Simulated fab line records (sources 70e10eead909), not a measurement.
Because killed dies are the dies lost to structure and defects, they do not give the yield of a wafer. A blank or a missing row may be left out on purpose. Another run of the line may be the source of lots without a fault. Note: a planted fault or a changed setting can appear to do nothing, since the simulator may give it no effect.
Which tool was responsible? -- flow nand_harc -- 13 lots with 39 wafers sampled at 5 steps, on a route of 1159 steps

## WHAT THE GAUGES READ, wafer by wafer
NHARC_END_SORT_01. Usual: killed_at_array 28, standard deviation 11; killed_at_other 0.7, standard deviation 0.88; killed_at_periphery 3.1, standard deviation 2.2; killed_dies 31, standard deviation 12; killed_open 3.3, standard deviation 2; killed_short 2.0, standard deviation 1.6.
lot,measured,on,killed_at_array,killed_at_other,killed_at_periphery,killed_dies,killed_open,killed_short,flag
L404,day 19 19:25,prober-01,23 24 19,1 2 1,4 4 6,28 30 26,3 4 0,1 4 1,
L406,day 20 03:09,prober-02,12 16 26,0 0 0,1 4 3,13 20 29,1 4 4,0 1 6,
L405,day 20 03:12,prober-01,22 19 21,0 0 1,6 3 1,28 22 23,3 0 1,3 1 1,
L407,day 20 11:52,prober-02,13 9 11,2 1 0,0 1 2,15 11 13,3 1 1,3 0 2,
L409,day 20 19:28,prober-01,16 20 15,2 0 1,3 1 4,21 21 20,7 2 5,1 1 0,
L411,day 21 07:41,prober-02,16 23 28,1 1 1,4 1 1,21 25 30,1 1 4,0 2 1,
L412,day 21 20:15,prober-02,674 674 676,1 2 1,2 1 0,677 677 677,2 2 1,6 6 0,OFF
L413,day 22 02:26,prober-02,674 675 675,1 1 0,2 1 2,677 677 677,5 1 3,1 1 0,OFF
L414,day 21 22:43,prober-01,674 672 672,0 1 1,3 4 4,677 677 677,3 1 5,3 2 3,OFF
L423,day 25 01:49,prober-02,44 41 54,1 0 0,3 7 5,48 48 59,2 7 1,1 0 1,
L424,day 25 10:22,prober-02,43 42 39,0 0 0,9 7 3,52 49 42,2 8 8,1 2 1,
L422,day 25 10:31,prober-01,24 30 30,0 0 0,2 1 6,26 31 36,1 5 9,4 1 0,
L426,day 25 18:10,prober-02,32 36 30,0 1 0,2 1 2,34 38 32,1 2 1,1 2 1,

## WHAT TOOL EACH LOT RAN ON (gives the tool, then ch and the chambers of the sampled wafers, and finally the start)
lot,NHARC_A_CONTACT_ETCH_114,NHARC_A_CONTACT_ETCH_116,NHARC_A_CONTACT_ETCH_117,NHARC_A_CONTACT_ETCH_122
L404,"har_cap_etch-01 ch 0,1, day 16 22:55","har_cap_etch-01 ch 0,1, day 16 23:10","har_cap_etch-01 ch 0,1, day 16 23:17","har_cap_etch-01 ch 0,1, day 16 23:53"
L406,"har_cap_etch-02 ch 0,1, day 16 23:01","har_cap_etch-02 ch 0,1, day 16 23:13","har_cap_etch-02 ch 0,1, day 16 23:18","har_cap_etch-02 ch 0,1, day 16 23:45"
L405,"har_cap_etch-02 ch 0, day 17 02:35","har_cap_etch-02 ch 0, day 17 02:46","har_cap_etch-02 ch 0, day 17 02:52","har_cap_etch-02 ch 0, day 17 03:19"
L407,"har_cap_etch-01 ch 0,1, day 17 08:56","har_cap_etch-01 ch 0,1, day 17 09:07","har_cap_etch-01 ch 0,1, day 17 09:13","har_cap_etch-01 ch 0,1, day 17 09:40"
L409,"har_cap_etch-01 ch 0,1, day 17 13:11","har_cap_etch-01 ch 0,1, day 17 13:22","har_cap_etch-01 ch 0,1, day 17 13:27","har_cap_etch-01 ch 0,1, day 17 13:55"
L411,"har_cap_etch-01 ch 0,1, day 18 14:47","har_cap_etch-01 ch 0,1, day 18 14:58","har_cap_etch-01 ch 0,1, day 18 15:04","har_cap_etch-01 ch 0,1, day 18 15:31"
L412,"har_cap_etch-02 ch 0,1, day 18 19:37","har_cap_etch-02 ch 0,1, day 18 19:47","har_cap_etch-02 ch 0,1, day 18 19:53","har_cap_etch-02 ch 0,1, day 18 20:20"
L413,"har_cap_etch-01 ch 0,1, day 18 20:04","har_cap_etch-01 ch 0,1, day 18 20:15","har_cap_etch-01 ch 0,1, day 18 20:20","har_cap_etch-01 ch 0,1, day 18 20:47"
L414,"har_cap_etch-03 ch 0,1, day 19 03:06","har_cap_etch-03 ch 0,1, day 19 03:17","har_cap_etch-03 ch 0,1, day 19 03:22","har_cap_etch-03 ch 0,1, day 19 03:49"
L423,"har_cap_etch-03 ch 0,1, day 21 20:35","har_cap_etch-03 ch 0,1, day 21 20:46","har_cap_etch-03 ch 0,1, day 21 20:51","har_cap_etch-03 ch 0,1, day 21 21:19"
L424,"har_cap_etch-01 ch 1, day 21 23:04","har_cap_etch-01 ch 1, day 21 23:16","har_cap_etch-01 ch 1, day 21 23:21","har_cap_etch-01 ch 1, day 21 23:48"
L422,"har_cap_etch-01 ch 0,1, day 22 04:51","har_cap_etch-01 ch 0,1, day 22 05:02","har_cap_etch-01 ch 0,1, day 22 05:07","har_cap_etch-01 ch 0,1, day 22 05:35"
L426,"har_cap_etch-01 ch 0,1, day 22 07:10","har_cap_etch-01 ch 0,1, day 22 07:21","har_cap_etch-01 ch 0,1, day 22 07:26","har_cap_etch-01 ch 0,1, day 22 07:54"
- NHARC_A_CONTACT_ETCH_114: etches the open film in C4F8/O2/Ar, time 94 s, target depth 922 nm.
- NHARC_A_CONTACT_ETCH_116: etches the open film in C4F8/O2/Ar, time 94 s, target depth 922 nm.
- NHARC_A_CONTACT_ETCH_117: etches the open film in C4F8/O2/Ar, time 94 s, target depth 922 nm.
- NHARC_A_CONTACT_ETCH_122: etches the open film in C4F8/O2/Ar, time 95 s, target depth 930 nm.

## WHAT THE TOOLS THEMSELVES READ (means of the sampled wafers that have a number; where no wafer has one, the mark that the record gives instead)
NHARC_A_CONTACT_ETCH_114. Usual: chamber_pressure_mTorr 19.999 mTorr, standard deviation 0.018; oes_air_line_au 1.000 a.u., standard deviation 0.021.
lot,tool,chamber_pressure_mTorr (mTorr),oes_air_line_au (a.u.),flag
L404,har_cap_etch-01,20.006,0.999,
L406,har_cap_etch-02,19.999,0.990,
L405,har_cap_etch-02,20.004,0.997,
L407,har_cap_etch-01,19.976,0.994,
L409,har_cap_etch-01,19.998,1.000,
L411,har_cap_etch-01,19.998,1.014,
L412,har_cap_etch-02,19.990,1.010,
L413,har_cap_etch-01,19.990,1.000,
L414,har_cap_etch-03,19.990,0.996,
L423,har_cap_etch-03,19.978,1.000,
L424,har_cap_etch-01,20.007,1.008,
L422,har_cap_etch-01,20.012,0.990,
L426,har_cap_etch-01,19.992,0.985,

NHARC_A_CONTACT_ETCH_116. Usual: chamber_pressure_mTorr 19.999 mTorr, standard deviation 0.016; oes_air_line_au 0.997 a.u., standard deviation 0.018.
lot,tool,chamber_pressure_mTorr (mTorr),oes_air_line_au (a.u.),flag
L404,har_cap_etch-01,20.003,0.991,
L406,har_cap_etch-02,20.011,0.993,
L405,har_cap_etch-02,19.995,1.010,
L407,har_cap_etch-01,20.002,0.984,
L409,har_cap_etch-01,19.995,0.993,
L411,har_cap_etch-01,19.981,1.006,
L412,har_cap_etch-02,19.997,1.000,
L413,har_cap_etch-01,19.995,0.993,
L414,har_cap_etch-03,19.994,0.998,
L423,har_cap_etch-03,19.991,0.989,
L424,har_cap_etch-01,19.995,1.004,
L422,har_cap_etch-01,20.007,0.994,
L426,har_cap_etch-01,20.019,0.989,

NHARC_A_CONTACT_ETCH_117. Usual: chamber_pressure_mTorr 20.001 mTorr, standard deviation 0.02; oes_air_line_au 0.998 a.u., standard deviation 0.022.
lot,tool,chamber_pressure_mTorr (mTorr),oes_air_line_au (a.u.),flag
L404,har_cap_etch-01,20.004,1.007,
L406,har_cap_etch-02,19.992,0.993,
L405,har_cap_etch-02,19.994,0.965,
L407,har_cap_etch-01,19.997,0.997,
L409,har_cap_etch-01,20.019,0.997,
L411,har_cap_etch-01,20.004,0.983,
L412,har_cap_etch-02,20.004,0.982,
L413,har_cap_etch-01,19.999,1.024,
L414,har_cap_etch-03,20.003,1.008,
L423,har_cap_etch-03,19.985,0.987,
L424,har_cap_etch-01,20.015,0.982,
L422,har_cap_etch-01,19.991,0.999,
L426,har_cap_etch-01,20.021,1.016,

NHARC_A_CONTACT_ETCH_122. Usual: chamber_pressure_mTorr 20.004 mTorr, standard deviation 0.018; oes_air_line_au 0.999 a.u., standard deviation 0.02.
lot,tool,chamber_pressure_mTorr (mTorr),oes_air_line_au (a.u.),flag
L404,har_cap_etch-01,20.001,1.012,
L406,har_cap_etch-02,20.002,0.998,
L405,har_cap_etch-02,20.010,1.002,
L407,har_cap_etch-01,20.009,0.996,
L409,har_cap_etch-01,20.019,1.023,
L411,har_cap_etch-01,20.014,0.996,
L412,har_cap_etch-02,-,-,OFF
L413,har_cap_etch-01,-,-,OFF
L414,har_cap_etch-03,-,-,OFF
L423,har_cap_etch-03,20.005,1.020,
L424,har_cap_etch-01,19.991,1.015,
L422,har_cap_etch-01,19.989,0.977,
L426,har_cap_etch-01,20.006,0.960,

## THE ANSWER, worked out from the rows above alone
Rule: a lot counts as off when the mean over its wafers that have a number is more than 3 standard deviations away from the usual mean. A lot without any number at a reading at which 4 lots or more have one is off too. The other lots that the step has rows for count as sound. Order of review: gauges by route order, followed by the tools' own readings, for which a lot's mean as printed above is used. At the first step where some lot is off, the reading lying furthest off is the one used; lots without a number count as furthest.
Off: L412, L413, L414 (NHARC_END_SORT_01, killed_at_array).
If a tool, at a process step before that reading, ran all the lots that are off and no sound lot after the first of them, it fits. Not tried: the gauges at NHARC_END_SORT_01; whatever is off there is also off at NHARC_A_CONTACT_ETCH_122, on other tools, and gauge error can't account for it. Not one of the candidates tried fits.

## WHAT HAD BEEN PUT IN BY THE SIMULATOR
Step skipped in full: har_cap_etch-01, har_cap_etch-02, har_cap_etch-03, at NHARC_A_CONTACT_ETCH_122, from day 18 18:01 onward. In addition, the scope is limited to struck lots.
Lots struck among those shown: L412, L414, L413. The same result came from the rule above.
